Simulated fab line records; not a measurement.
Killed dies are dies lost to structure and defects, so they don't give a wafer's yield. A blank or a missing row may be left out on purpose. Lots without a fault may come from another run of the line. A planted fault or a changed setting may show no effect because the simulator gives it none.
fab line records | flow n5Finfet | part 1 of 2: steps 1 to 21 of 29
record lots=5 | wafers=15 | lastDay=17
route steps=1938 shown BEOL_M1@751
lots that met no fault: from a run of the same line without faults
startH: hours from the record's opening day to when the first of the lot's shown wafers began | waitH: time in hours since the lot's previous step | " as in the row above | L1.1+2: several wafers, shown together as one row | - value missing, or start not given | * or withheld: withheld | < > ~ a bound
route shown NAME@n: names a module that has steps shown in the file, with the first one's number in the route | usual: mean/standard deviation taken from wafers without a fault | same: alike in all rows | chamber/n: place in a boat | sites: each site's reading | _std_site: standard deviation across them | _edge_site: outer sites' mean less inner sites' | radiusMm: how far each site lies from the wafer's centre | mask NAME#n: copy n | behind: the last tool/chamber to shape the wafer | hold: reason for holding the lot/hours on hold/outcome of the hold | device: which transistor (n, p or np) failed to switch | end of line: the tests these same wafers got at the end of their route | a step without rows: its recipe alone | killed: the dies lost at the first sort to structure and to defects; this is not the yield of the wafer | map: a wafer's dies, marking killed ones x, the rest . and places with no die _
set.NAME: the setting as run; set.NAME@STEP: as run at that earlier step | model.NAME: the simulator's own value behind a step, which no gauge read
certain route steps with their lots: each step a table, each wafer a row
services: a tool's chamber out of use, with start hour (startH, from the record's first day; less than 0 if before it), hours out, and reason
## steps
# step N5_BEOL_M1_ILD_DEP_00
# recipe material=SiOC | targetThkA=790 | tempC=350 | precursor=DEMS/O2 | pressureTorr=5 | rfW=500 | timeS=15.3
# usual heaterPowerW=469/73 | showerheadPlenumPTorr=5.698/0.015 | throttleValvePct=12.2/0.78
# same timeS=15.3
lot.wafer | tool     | chamber | startH | waitH | heaterPowerW | showerheadPlenumPTorr | throttleValvePct
L076.2    | pecvd-01 | 2       | 135.31 | 0.0   | 462          | 5.681                 | 11.6
L076.4    | "        | 1       | "      | "     | 479          | 5.701                 | 12.2
L076.5    | "        | 2       | "      | "     | 487          | 5.680                 | 11.5
L075.1    | pecvd-01 | 0       | 142.48 | 0.0   | 495          | 5.716                 | 12.2
L075.3    | "        | 2       | "      | "     | 501          | 5.701                 | 11.7
L075.5    | "        | 1       | "      | "     | 475          | 5.675                 | 12.5
L079.1    | pecvd-02 | 1       | 151.46 | 0.0   | 563          | 5.691                 | 12.1
L079.2    | "        | 2       | "      | "     | 385          | 5.686                 | 11.2
L079.5    | "        | 0       | "      | "     | 530          | 5.706                 | 11.6
L086.2    | pecvd-04 | 0       | 200.30 | 0.0   | 384          | 5.698                 | 12.2
L086.4    | "        | 2       | "      | "     | 484          | 5.699                 | 12.0
L086.5    | "        | 0       | "      | "     | 380          | 5.700                 | 12.3
L090.2    | pecvd-01 | 0       | 215.21 | 0.0   | 500          | 5.712                 | 12.3
L090.3    | "        | 1       | "      | "     | 542          | 5.679                 | 12.4
L090.6    | "        | 1       | "      | "     | 555          | 5.690                 | 12.6
# step N5_BEOL_M1_THK_MEAS_01
# recipe reads=SiOC_of_BEOL_M1_ILD_DEP_00
# usual M1_ILD_THK=79.4/1.1
lot.wafer | tool         | chamber | startH | waitH | M1_ILD_THK[nm]
L076.2    | filmMetro-02 | -       | 135.40 | 0.1   | 78.2
L076.4    | "            | -       | "      | "     | 78.2
L076.5    | "            | -       | "      | "     | 80.3
L075.1    | filmMetro-02 | -       | 142.55 | 0.0   | 79.3
L075.3    | "            | -       | "      | "     | 79.2
L075.5    | "            | -       | "      | "     | 79.9
L079.1    | filmMetro-02 | -       | 151.53 | 0.0   | 78.8
L079.2    | "            | -       | "      | "     | 79.3
L079.5    | "            | -       | "      | "     | 79.1
L086.2    | filmMetro-01 | -       | 200.37 | 0.1   | 78.3
L086.4    | "            | -       | "      | "     | 79.9
L086.5    | "            | -       | "      | "     | 80.3
L090.2    | filmMetro-01 | -       | 215.28 | 0.1   | 79.5
L090.3    | "            | -       | "      | "     | 78.2
L090.6    | "            | -       | "      | "     | 79.1
# step N5_BEOL_M1_PECVD_72
# recipe material=SiO2 | targetThkA=160 | tempC=400 | precursor=TEOS/O2 | pressureTorr=5.5 | rfW=450 | teosFlowSccm=53.8 | gas=O2 | flowSccm=3000 | timeS=18
# usual heaterPowerW=709/93 | showerheadPlenumPTorr=8.79/0.054 | throttleValvePct=22.5/1.3
# same timeS=18
lot.wafer | tool     | chamber | startH | waitH | heaterPowerW | showerheadPlenumPTorr | throttleValvePct
L076.2    | pecvd-01 | 2       | 135.43 | 0.0   | 693          | 8.75                  | 21.9
L076.4    | "        | 2       | "      | "     | 690          | 8.75                  | 22.0
L076.5    | "        | 2       | "      | "     | 703          | 8.74                  | 21.7
L075.1    | pecvd-04 | 2       | 142.59 | 0.0   | 794          | 8.76                  | 22.3
L075.3    | "        | 1       | "      | "     | 609          | 8.96                  | 26.3
L075.5    | "        | 0       | "      | "     | 643          | 8.78                  | 22.6
L079.1    | pecvd-01 | 2       | 151.56 | 0.0   | 699          | 8.73                  | 21.8
L079.2    | "        | 0       | "      | "     | 800          | 8.88                  | 22.7
L079.5    | "        | 2       | "      | "     | 697          | 8.73                  | 21.7
L086.2    | pecvd-02 | 2       | 200.41 | 0.0   | 597          | 8.82                  | 21.1
L086.4    | "        | 0       | "      | "     | 729          | 8.81                  | 21.8
L086.5    | "        | 1       | "      | "     | 812          | 8.77                  | 22.9
L090.2    | pecvd-04 | 0       | 215.32 | 0.0   | 650          | 8.76                  | 22.7
L090.3    | "        | 1       | "      | "     | 580          | 8.91                  | 26.2
L090.6    | "        | 0       | "      | "     | 669          | 8.78                  | 22.4
# step N5_BEOL_M1_HM_DEP_02
# recipe material=TiN | targetThkA=200 | tempC=25 | chamberPressurePa=0.49996
# usual chamberPressurePa=0.4999/0.00093 | throttleValvePct=29.7/1
lot.wafer | tool          | chamber | startH | waitH | chamberPressurePa | throttleValvePct
L076.2    | pvdSputter-02 | -       | 138.43 | 3.0   | 0.5026            | 29.1
L076.4    | "             | -       | "      | "     | 0.4996            | 29.1
L076.5    | "             | -       | "      | "     | 0.5001            | 29.6
L075.1    | pvdSputter-01 | -       | 143.02 | 0.4   | 0.4999            | 30.6
L075.3    | "             | -       | "      | "     | 0.4992            | 29.4
L075.5    | "             | -       | "      | "     | 0.4986            | 30.8
L079.1    | pvdSputter-01 | -       | 152.34 | 0.8   | 0.5001            | 31.0
L079.2    | "             | -       | "      | "     | 0.4988            | 30.5
L079.5    | "             | -       | "      | "     | 0.4990            | 31.1
L086.2    | pvdSputter-03 | -       | 201.53 | 1.1   | 0.4999            | 29.9
L086.4    | "             | -       | "      | "     | 0.4999            | 30.3
L086.5    | "             | -       | "      | "     | 0.4997            | 30.2
L090.2    | pvdSputter-03 | -       | 215.85 | 0.5   | 0.5013            | 30.5
L090.3    | "             | -       | "      | "     | 0.5006            | 29.5
L090.6    | "             | -       | "      | "     | 0.4993            | 29.8
# step N5_BEOL_M1_COAT_61
# recipe resist=SOC | tempC=250 | timeS=60 | spinRpm=1500 | resistThkNm=60
# usual exhaustPa=45.0/0.94
# same timeS=60
lot.wafer | tool          | chamber | startH | waitH | exhaustPa
L076.2    | lithoTrack-05 | 0       | 138.56 | 0.1   | 45.0
L076.4    | "             | 0       | "      | "     | 46.2
L076.5    | "             | 0       | "      | "     | 45.4
L075.1    | lithoTrack-01 | 0       | 143.16 | 0.1   | 46.2
L075.3    | "             | 0       | "      | "     | 45.3
L075.5    | "             | 0       | "      | "     | 44.9
L079.1    | lithoTrack-02 | 0       | 152.47 | 0.1   | 45.5
L079.2    | "             | 0       | "      | "     | 45.1
L079.5    | "             | 0       | "      | "     | 45.2
L086.2    | lithoTrack-01 | 0       | 201.65 | 0.1   | 45.3
L086.4    | "             | 0       | "      | "     | 45.0
L086.5    | "             | 0       | "      | "     | 45.1
L090.2    | lithoTrack-02 | 0       | 215.98 | 0.1   | 44.0
L090.3    | "             | 0       | "      | "     | 45.5
L090.6    | "             | 0       | "      | "     | 45.3
# step N5_BEOL_M1_COAT_62
# recipe resist=SiARC | tempC=220 | timeS=60 | spinRpm=1500 | resistThkNm=12
# usual exhaustPa=45.1/0.91
# same timeS=60
lot.wafer | tool          | chamber | startH | waitH | exhaustPa
L076.2    | lithoTrack-05 | 0       | -      | -     | 46.6
L076.4    | "             | 0       | "      | "     | 45.2
L076.5    | "             | 0       | "      | "     | 46.2
L075.1    | lithoTrack-01 | 0       | -      | -     | 45.8
L075.3    | "             | 0       | "      | "     | 45.7
L075.5    | "             | 0       | "      | "     | 45.7
L079.1    | lithoTrack-02 | 0       | -      | -     | 43.7
L079.2    | "             | 0       | "      | "     | 45.0
L079.5    | "             | 0       | "      | "     | 44.6
L086.2    | lithoTrack-01 | 0       | -      | -     | 46.6
L086.4    | "             | 0       | "      | "     | 45.3
L086.5    | "             | 0       | "      | "     | 45.3
L090.2    | lithoTrack-02 | 0       | -      | -     | 44.8
L090.3    | "             | 0       | "      | "     | 45.2
L090.6    | "             | 0       | "      | "     | 45.8
# step N5_BEOL_M1_COAT_73
# recipe resist=underlayer | tempC=205 | timeS=60 | spinRpm=1500 | resistThkNm=5
# usual exhaustPa=45.0/0.85
# same timeS=60
lot.wafer | tool          | chamber | startH | waitH | exhaustPa
L076.2    | lithoTrack-05 | 0       | -      | -     | 44.7
L076.4    | "             | 0       | "      | "     | 44.6
L076.5    | "             | 0       | "      | "     | 43.5
L075.1    | lithoTrack-01 | 0       | -      | -     | 43.7
L075.3    | "             | 0       | "      | "     | 43.6
L075.5    | "             | 0       | "      | "     | 44.7
L079.1    | lithoTrack-02 | 0       | -      | -     | 45.3
L079.2    | "             | 0       | "      | "     | 45.3
L079.5    | "             | 0       | "      | "     | 46.1
L086.2    | lithoTrack-01 | 0       | -      | -     | 44.9
L086.4    | "             | 0       | "      | "     | 45.8
L086.5    | "             | 0       | "      | "     | 45.4
L090.2    | lithoTrack-02 | 0       | -      | -     | 44.4
L090.3    | "             | 0       | "      | "     | 45.6
L090.6    | "             | 0       | "      | "     | 45.5
# step N5_BEOL_M1_COAT_05
# recipe resist=CAR-EUV | spinRpm=1500 | resistThkNm=30
# usual exhaustPa=45.0/0.87
lot.wafer | tool          | chamber | startH | waitH | exhaustPa
L076.2    | lithoTrack-05 | 0       | -      | -     | 46.3
L076.4    | "             | 0       | "      | "     | 46.4
L076.5    | "             | 0       | "      | "     | 45.4
L075.1    | lithoTrack-01 | 0       | -      | -     | 44.0
L075.3    | "             | 0       | "      | "     | 45.3
L075.5    | "             | 0       | "      | "     | 45.8
L079.1    | lithoTrack-02 | 0       | -      | -     | 45.1
L079.2    | "             | 0       | "      | "     | 45.3
L079.5    | "             | 0       | "      | "     | 45.4
L086.2    | lithoTrack-01 | 0       | -      | -     | 44.1
L086.4    | "             | 0       | "      | "     | 46.6
L086.5    | "             | 0       | "      | "     | 44.6
L090.2    | lithoTrack-02 | 0       | -      | -     | 44.6
L090.3    | "             | 0       | "      | "     | 44.4
L090.6    | "             | 0       | "      | "     | 43.6
# step N5_BEOL_M1_EBR_07
# recipe solvent=PGMEA | ebrWidthMm=1.5
# usual exhaustPa=45.1/0.88
lot.wafer | tool          | chamber | startH | waitH | exhaustPa
L076.2    | lithoTrack-05 | 0       | -      | -     | 45.2
L076.4    | "             | 0       | "      | "     | 46.2
L076.5    | "             | 0       | "      | "     | 44.9
L075.1    | lithoTrack-01 | 0       | -      | -     | 45.5
L075.3    | "             | 0       | "      | "     | 46.2
L075.5    | "             | 0       | "      | "     | 45.7
L079.1    | lithoTrack-02 | 0       | -      | -     | 45.5
L079.2    | "             | 0       | "      | "     | 46.1
L079.5    | "             | 0       | "      | "     | 44.2
L086.2    | lithoTrack-01 | 0       | -      | -     | 46.1
L086.4    | "             | 0       | "      | "     | 44.8
L086.5    | "             | 0       | "      | "     | 45.2
L090.2    | lithoTrack-02 | 0       | -      | -     | 44.6
L090.3    | "             | 0       | "      | "     | 46.0
L090.6    | "             | 0       | "      | "     | 45.3
# step N5_BEOL_M1_SOFTBAKE_06
# recipe tempC=110 | timeS=60 | resist=CAR-EUV
# usual exhaustPa=45.2/0.81
# same timeS=60
lot.wafer | tool          | chamber | startH | waitH | exhaustPa
L076.2    | lithoTrack-05 | 0       | -      | -     | 44.3
L076.4    | "             | 0       | "      | "     | 44.5
L076.5    | "             | 0       | "      | "     | 45.2
L075.1    | lithoTrack-01 | 0       | -      | -     | 44.1
L075.3    | "             | 0       | "      | "     | 45.5
L075.5    | "             | 0       | "      | "     | 45.8
L079.1    | lithoTrack-02 | 0       | -      | -     | 45.9
L079.2    | "             | 0       | "      | "     | 45.0
L079.5    | "             | 0       | "      | "     | 44.9
L086.2    | lithoTrack-01 | 0       | -      | -     | 46.1
L086.4    | "             | 0       | "      | "     | 47.0
L086.5    | "             | 0       | "      | "     | 46.7
L090.2    | lithoTrack-02 | 0       | -      | -     | 45.1
L090.3    | "             | 0       | "      | "     | 44.2
L090.6    | "             | 0       | "      | "     | 45.1
# step N5_BEOL_M1_EXPOSE_08
# recipe maskId=M1 | na=0.33 | sourceShape=dipole | sigmaInner=0.369 | sigmaOuter=0.767 | polarization=unpolarized | doseMj=33
# same sigmaOuter=0.767
lot.wafer  | tool          | chamber | startH | waitH | mask
L076.2+4+5 | euvScanner-02 | 0       | 138.70 | -     | M1#0
L075.1+3+5 | euvScanner-01 | 0       | 143.42 | -     | M1#0
L079.1+2+5 | euvScanner-02 | 0       | 152.74 | -     | M1#0
L086.2+4+5 | euvScanner-01 | 0       | 201.92 | -     | M1#0
L090.2+3+6 | euvScanner-02 | 0       | 216.12 | -     | M1#0
# step N5_BEOL_M1_PEB_09
# recipe pebTempC=100 | pebTimeS=60 | resist=CAR-EUV
# usual exhaustPa=45.1/0.89
lot.wafer | tool          | chamber | startH | waitH | exhaustPa
L076.2    | lithoTrack-01 | 0       | 138.76 | 0.0   | 44.2
L076.4    | "             | 0       | "      | "     | 44.8
L076.5    | "             | 0       | "      | "     | 44.3
L075.1    | lithoTrack-01 | 0       | 143.48 | 0.1   | 45.3
L075.3    | "             | 0       | "      | "     | 44.8
L075.5    | "             | 0       | "      | "     | 44.1
L079.1    | lithoTrack-02 | 0       | 152.80 | 0.1   | 45.2
L079.2    | "             | 0       | "      | "     | 45.1
L079.5    | "             | 0       | "      | "     | 46.7
L086.2    | lithoTrack-05 | 0       | 201.98 | 0.0   | 45.9
L086.4    | "             | 0       | "      | "     | 45.9
L086.5    | "             | 0       | "      | "     | 45.3
L090.2    | lithoTrack-01 | 0       | 216.17 | 0.0   | 44.9
L090.3    | "             | 0       | "      | "     | 46.2
L090.6    | "             | 0       | "      | "     | 45.3
# step N5_BEOL_M1_DEVELOP_10
# recipe developTimeS=30 | developer=TMAH | resist=CAR-EUV | rinseLiquid=surfactantRinse | dry=airSpin | devTempC=23
# usual exhaustPa=44.8/0.94
lot.wafer | tool          | chamber | startH | waitH | exhaustPa
L076.2    | lithoTrack-01 | 0       | -      | -     | 45.3
L076.4    | "             | 0       | "      | "     | 44.9
L076.5    | "             | 0       | "      | "     | 43.7
L075.1    | lithoTrack-01 | 0       | -      | -     | 44.9
L075.3    | "             | 0       | "      | "     | 44.9
L075.5    | "             | 0       | "      | "     | 45.2
L079.1    | lithoTrack-02 | 0       | -      | -     | 45.5
L079.2    | "             | 0       | "      | "     | 44.4
L079.5    | "             | 0       | "      | "     | 43.9
L086.2    | lithoTrack-05 | 0       | -      | -     | 44.0
L086.4    | "             | 0       | "      | "     | 45.4
L086.5    | "             | 0       | "      | "     | 44.6
L090.2    | lithoTrack-01 | 0       | -      | -     | 45.4
L090.3    | "             | 0       | "      | "     | 44.9
L090.6    | "             | 0       | "      | "     | 44.7
# step N5_BEOL_M1_CD_MEAS_11
# recipe targetCdNm=17.05 | landingEnergyEv=500 | detector=seInlens | polarity=opening
# usual cdNm=17.07/0.22
lot.wafer | tool     | chamber | startH | waitH | cdNm
L076.2    | cdSem-03 | 0       | 138.83 | -     | 17.14
L076.4    | "        | 0       | "      | "     | 17.30
L076.5    | "        | 0       | "      | "     | 17.15
L075.1    | cdSem-02 | 0       | 143.54 | -     | 16.77
L075.3    | "        | 0       | "      | "     | 17.01
L075.5    | "        | 0       | "      | "     | 16.95
L079.1    | cdSem-03 | 0       | 152.86 | -     | 17.13
L079.2    | "        | 0       | "      | "     | 17.37
L079.5    | "        | 0       | "      | "     | 17.34
L086.2    | cdSem-01 | 0       | 202.04 | -     | 17.31
L086.4    | "        | 0       | "      | "     | 16.91
L086.5    | "        | 0       | "      | "     | 17.11
L090.2    | cdSem-02 | 0       | 216.24 | -     | 17.02
L090.3    | "        | 0       | "      | "     | 16.64
L090.6    | "        | 0       | "      | "     | 16.74
# step N5_BEOL_M1_OVL_MEAS_12
# recipe pointsPerWafer=522
# usual M1_OVL=-0.4/0.91
lot.wafer | tool       | chamber | startH | waitH | M1_OVL[nm]
L076.2    | overlay-01 | 0       | 138.86 | 0.0   | 0.7
L076.4    | "          | 0       | "      | "     | 1.4
L076.5    | "          | 0       | "      | "     | -1.1
L075.1    | overlay-02 | 0       | 143.57 | 0.0   | -0.5
L075.3    | "          | 0       | "      | "     | -1.9
L075.5    | "          | 0       | "      | "     | -0.9
L079.1    | overlay-01 | 0       | 152.90 | 0.0   | -1.2
L079.2    | "          | 0       | "      | "     | 0.0
L079.5    | "          | 0       | "      | "     | -1.1
L086.2    | overlay-02 | 0       | 202.08 | 0.0   | -1.0
L086.4    | "          | 0       | "      | "     | -0.8
L086.5    | "          | 0       | "      | "     | 0.4
L090.2    | overlay-02 | 0       | 216.27 | 0.0   | 0.7
L090.3    | "          | 0       | "      | "     | -0.3
L090.6    | "          | 0       | "      | "     | 0.6
# step N5_BEOL_M1_INSPECT_13
# recipe mode=adi | inspectInstrument=brightfield
# usual rawDefectCount=417/100
lot.wafer | tool             | chamber | startH | waitH | rawDefectCount
L076.2    | defectInspect-02 | -       | 138.91 | 0.0   | 439
L076.4    | "                | -       | "      | "     | 468
L076.5    | "                | -       | "      | "     | 521
L075.1    | defectInspect-01 | -       | 143.63 | 0.1   | 343
L075.3    | "                | -       | "      | "     | 256
L075.5    | "                | -       | "      | "     | 441
L079.1    | defectInspect-02 | -       | 152.95 | 0.1   | 705
L079.2    | "                | -       | "      | "     | 494
L079.5    | "                | -       | "      | "     | 513
L086.2    | defectInspect-01 | -       | 202.13 | 0.0   | 504
L086.4    | "                | -       | "      | "     | 304
L086.5    | "                | -       | "      | "     | 451
L090.2    | defectInspect-02 | -       | 216.33 | 0.0   | 578
L090.3    | "                | -       | "      | "     | 342
L090.6    | "                | -       | "      | "     | 527
# step N5_BEOL_M1_DESCUM_16
# recipe chemistry=O2 | timeS=7 | sourcePowerW=50 | biasPowerW=20 | pressureMtorr=20 | rfFrequencyHz=2.712e+07 | tempC=40 | resist=CAR-EUV | o2FlowSccm=225
# usual drypumpMotorCurrentA=5.8/0.33 | oesProductAu=0.80/0.096 | rfVppV=243.2/1.5 | showerheadPlenumPTorr=2.10/0.084 | throttleValvePct=20.45/0.24
# same timeS=7
lot.wafer | tool       | chamber | startH | waitH | drypumpMotorCurrentA | oesProductAu | rfHoursCounterH | rfVppV | showerheadPlenumPTorr | throttleValvePct
L076.2    | rieDiel-04 | 3       | 139.13 | 0.2   | 5.4                  | 0.87         | 45              | 244.1  | 2.13                  | 20.11
L076.4    | "          | 0       | "      | "     | 6.3                  | 0.68         | -               | 240.2  | 1.99                  | 20.85
L076.5    | "          | 3       | "      | "     | 5.4                  | 0.87         | -               | 242.4  | 2.13                  | 20.12
L075.1    | rieDiel-02 | 3       | 143.67 | 0.0   | 5.9                  | 0.91         | 24              | 242.2  | 2.15                  | 20.39
L075.3    | "          | 1       | "      | "     | 5.9                  | 0.76         | 137             | 242.7  | 2.09                  | 20.63
L075.5    | "          | 1       | "      | "     | 5.9                  | 0.75         | -               | 244.3  | 2.09                  | 20.63
L079.1    | rieDiel-06 | 2       | 152.99 | 0.0   | 5.9                  | 0.76         | 124             | 245.3  | 2.21                  | 20.26
L079.2    | "          | 1       | "      | "     | 5.9                  | 0.68         | 242             | 241.8  | 1.95                  | 20.47
L079.5    | "          | 1       | "      | "     | 5.9                  | 0.68         | -               | 242.1  | 1.95                  | 20.47
L086.2    | rieDiel-02 | 0       | 202.54 | 0.4   | 6.5                  | 0.70         | 230             | 240.1  | 1.96                  | 20.42
L086.4    | "          | 2       | "      | "     | 5.2                  | 0.91         | 31              | 243.3  | 2.13                  | 20.35
L086.5    | "          | 2       | "      | "     | 5.2                  | 0.91         | -               | 242.9  | 2.13                  | 20.35
L090.2    | rieDiel-02 | 0       | 216.36 | 0.0   | 6.6                  | 0.69         | 235             | 241.6  | 1.96                  | 20.43
L090.3    | "          | 2       | "      | "     | 5.2                  | 0.90         | 35              | 244.0  | 2.13                  | 20.35
L090.6    | "          | 2       | "      | "     | 5.2                  | 0.91         | -               | 244.9  | 2.13                  | 20.36
# step N5_BEOL_M1_ETCH_74
# recipe chemistry=N2/H2 | target=underlayer | targetDepthA=65 | maskMaterial=CAR-EUV | timeS=5.2 | ionEnergyEv=200 | pressureMtorr=30 | sourceW=840 | biasW=150 | n2FlowSccm=200 | h2FlowSccm=200 | ends=cleared
# usual drypumpMotorCurrentA=5.8/0.33 | etchRfOnTimeS=5.24/0.17 | oesProductAu=0.68/0.081 | rfVppV=524.0/2.8 | showerheadPlenumPTorr=2.55/0.094 | throttleValvePct=17.91/0.29
lot.wafer | tool       | chamber | startH | waitH | drypumpMotorCurrentA | etchRfOnTimeS | oesProductAu | rfHoursCounterH | rfVppV | showerheadPlenumPTorr | throttleValvePct
L076.2    | rieDiel-04 | 3       | 139.16 | 0.0   | 5.4                  | 4.90          | 0.76         | 45              | 522.8  | 2.60                  | 17.66
L076.4    | "          | 0       | "      | "     | 6.3                  | 5.40          | 0.58         | -               | 521.0  | 2.41                  | 18.22
L076.5    | "          | 3       | "      | "     | 5.4                  | 4.98          | 0.75         | -               | 523.4  | 2.60                  | 17.66
L075.1    | rieDiel-02 | 3       | 143.70 | 0.0   | 5.9                  | 5.38          | 0.76         | 24              | 524.2  | 2.60                  | 17.75
L075.3    | "          | 1       | "      | "     | 5.9                  | 5.46          | 0.64         | 137             | 523.2  | 2.55                  | 18.17
L075.5    | "          | 1       | "      | "     | 5.9                  | 5.41          | 0.63         | -               | 525.2  | 2.55                  | 18.14
L079.1    | rieDiel-06 | 2       | 153.02 | 0.0   | 5.9                  | 5.52          | 0.63         | 124             | 528.4  | 2.66                  | 17.57
L079.2    | "          | 1       | "      | "     | 5.9                  | 5.29          | 0.59         | 242             | 518.8  | 2.39                  | 18.07
L079.5    | "          | 1       | "      | "     | 5.9                  | 5.28          | 0.58         | -               | 522.1  | 2.39                  | 18.08
L086.2    | rieDiel-02 | 0       | 202.58 | 0.0   | 6.5                  | 5.29          | 0.60         | 230             | 521.1  | 2.39                  | 18.00
L086.4    | "          | 2       | "      | "     | 5.3                  | 5.36          | 0.76         | 31              | 523.6  | 2.60                  | 17.82
L086.5    | "          | 2       | "      | "     | 5.2                  | 5.39          | 0.76         | -               | 524.1  | 2.60                  | 17.84
L090.2    | rieDiel-02 | 0       | 216.40 | 0.0   | 6.6                  | 5.33          | 0.59         | 235             | 521.8  | 2.39                  | 18.04
L090.3    | "          | 2       | "      | "     | 5.3                  | 5.34          | 0.75         | 35              | 525.1  | 2.59                  | 17.84
L090.6    | "          | 2       | "      | "     | 5.2                  | 5.36          | 0.74         | -               | 526.5  | 2.59                  | 17.86
# step N5_BEOL_M1_ETCH_63
# recipe chemistry=CF4 | target=SiARC | targetDepthA=156 | maskMaterial=CAR-EUV | timeS=26 | ionEnergyEv=80 | pressureMtorr=40 | sourceW=545 | biasW=36 | Ar_flow_sccm=100 | cf4FlowSccm=100 | ends=cleared
# usual drypumpMotorCurrentA=5.8/0.32 | etchRfOnTimeS=26.2/0.81 | oesProductAu=0.68/0.082 | rfVppV=184.2/1.1 | showerheadPlenumPTorr=2.15/0.076 | throttleValvePct=15.60/0.25
lot.wafer | tool       | chamber | startH | waitH | drypumpMotorCurrentA | etchRfOnTimeS | oesProductAu | rfHoursCounterH | rfVppV | showerheadPlenumPTorr | throttleValvePct
L076.2    | rieDiel-04 | 3       | 139.18 | 0.0   | 5.4                  | 24.8          | 0.76         | 45              | 184.3  | 2.19                  | 15.28
L076.4    | "          | 0       | "      | "     | 6.3                  | 26.9          | 0.58         | -               | 181.7  | 2.02                  | 15.91
L076.5    | "          | 3       | "      | "     | 5.4                  | 24.9          | 0.75         | -               | 183.2  | 2.19                  | 15.27
L075.1    | rieDiel-02 | 3       | 143.72 | 0.0   | 5.9                  | 26.3          | 0.78         | 24              | 185.3  | 2.19                  | 15.49
L075.3    | "          | 1       | "      | "     | 5.9                  | 26.8          | 0.64         | 137             | 184.3  | 2.15                  | 15.79
L075.5    | "          | 1       | "      | "     | 5.9                  | 26.4          | 0.65         | -               | 184.7  | 2.15                  | 15.80
L079.1    | rieDiel-06 | 2       | 153.04 | 0.0   | 6.0                  | 26.9          | 0.64         | 124             | 185.6  | 2.23                  | 15.31
L079.2    | "          | 1       | "      | "     | 5.9                  | 26.1          | 0.60         | 242             | 182.1  | 2.03                  | 15.85
L079.5    | "          | 1       | "      | "     | 6.0                  | 26.1          | 0.60         | -               | 184.0  | 2.03                  | 15.85
L086.2    | rieDiel-02 | 0       | 202.59 | 0.0   | 6.5                  | 27.0          | 0.59         | 230             | 182.6  | 2.04                  | 15.79
L086.4    | "          | 2       | "      | "     | 5.3                  | 27.1          | 0.77         | 31              | 183.8  | 2.18                  | 15.48
L086.5    | "          | 2       | "      | "     | 5.2                  | 27.2          | 0.76         | -               | 184.9  | 2.18                  | 15.48
L090.2    | rieDiel-02 | 0       | 216.41 | 0.0   | 6.5                  | 27.0          | 0.59         | 235             | 181.4  | 2.03                  | 15.81
L090.3    | "          | 2       | "      | "     | 5.2                  | 27.1          | 0.76         | 35              | 183.2  | 2.18                  | 15.49
L090.6    | "          | 2       | "      | "     | 5.3                  | 27.0          | 0.75         | -               | 184.0  | 2.18                  | 15.49
# step N5_BEOL_M1_ETCH_64
# recipe chemistry=N2/H2 | target=SOC | targetDepthA=750 | overetchA=150 | maskMaterial=SiARC | tempC=40 | timeS=112.5 | ionEnergyEv=200 | pressureMtorr=30 | sourceW=840 | biasW=150 | n2FlowSccm=200 | h2FlowSccm=200
# usual drypumpMotorCurrentA=5.8/0.32 | oesProductAu=0.63/0.071 | rfVppV=524.0/2.6 | showerheadPlenumPTorr=2.55/0.094 | throttleValvePct=17.87/0.29
# same timeS=112.5
lot.wafer | tool       | chamber | startH | waitH | drypumpMotorCurrentA | oesProductAu | rfHoursCounterH | rfVppV | showerheadPlenumPTorr | throttleValvePct
L076.2    | rieDiel-04 | 3       | 139.21 | 0.0   | 5.4                  | 0.67         | 45              | 524.8  | 2.60                  | 17.61
L076.4    | "          | 0       | "      | "     | 6.3                  | 0.55         | -               | 520.8  | 2.41                  | 18.19
L076.5    | "          | 3       | "      | "     | 5.4                  | 0.67         | -               | 525.7  | 2.60                  | 17.61
L075.1    | rieDiel-02 | 3       | 143.75 | 0.0   | 5.9                  | 0.73         | 24              | 527.4  | 2.60                  | 17.71
L075.3    | "          | 1       | "      | "     | 5.9                  | 0.60         | 137             | 524.2  | 2.55                  | 18.12
L075.5    | "          | 1       | "      | "     | 5.9                  | 0.60         | -               | 525.2  | 2.55                  | 18.11
L079.1    | rieDiel-06 | 2       | 153.07 | 0.0   | 6.0                  | 0.60         | 124             | 527.7  | 2.66                  | 17.57
L079.2    | "          | 1       | "      | "     | 5.9                  | 0.55         | 242             | 519.8  | 2.39                  | 18.04
L079.5    | "          | 1       | "      | "     | 6.0                  | 0.55         | -               | 520.1  | 2.39                  | 18.03
L086.2    | rieDiel-02 | 0       | 202.62 | 0.0   | 6.5                  | 0.56         | 230             | 520.2  | 2.39                  | 17.98
L086.4    | "          | 2       | "      | "     | 5.2                  | 0.72         | 31              | 525.2  | 2.60                  | 17.80
L086.5    | "          | 2       | "      | "     | 5.3                  | 0.72         | -               | 524.4  | 2.60                  | 17.77
L090.2    | rieDiel-02 | 0       | 216.44 | 0.0   | 6.5                  | 0.56         | 235             | 521.4  | 2.39                  | 18.01
L090.3    | "          | 2       | "      | "     | 5.3                  | 0.71         | 35              | 524.7  | 2.59                  | 17.81
L090.6    | "          | 2       | "      | "     | 5.2                  | 0.72         | -               | 525.1  | 2.59                  | 17.80
# step N5_BEOL_M1_STRIP_65
# recipe chemistry=N2/H2 | tempC=40 | n2FlowSccm=200 | h2FlowSccm=200 | rfFrequencyHz=6e+07
lot.wafer  | tool       | chamber | startH | waitH
L076.2+4+5 | rieDiel-04 | 3,0,3   | 139.32 | 0.1
L075.1+3+5 | rieDiel-02 | 3,1,1   | 143.85 | 0.1
L079.1+2+5 | rieDiel-06 | 2,1,1   | 153.17 | 0.1
L086.2+4+5 | rieDiel-02 | 0,2,2   | 202.73 | 0.1
L090.2+3+6 | rieDiel-02 | 0,2,2   | 216.55 | 0.1
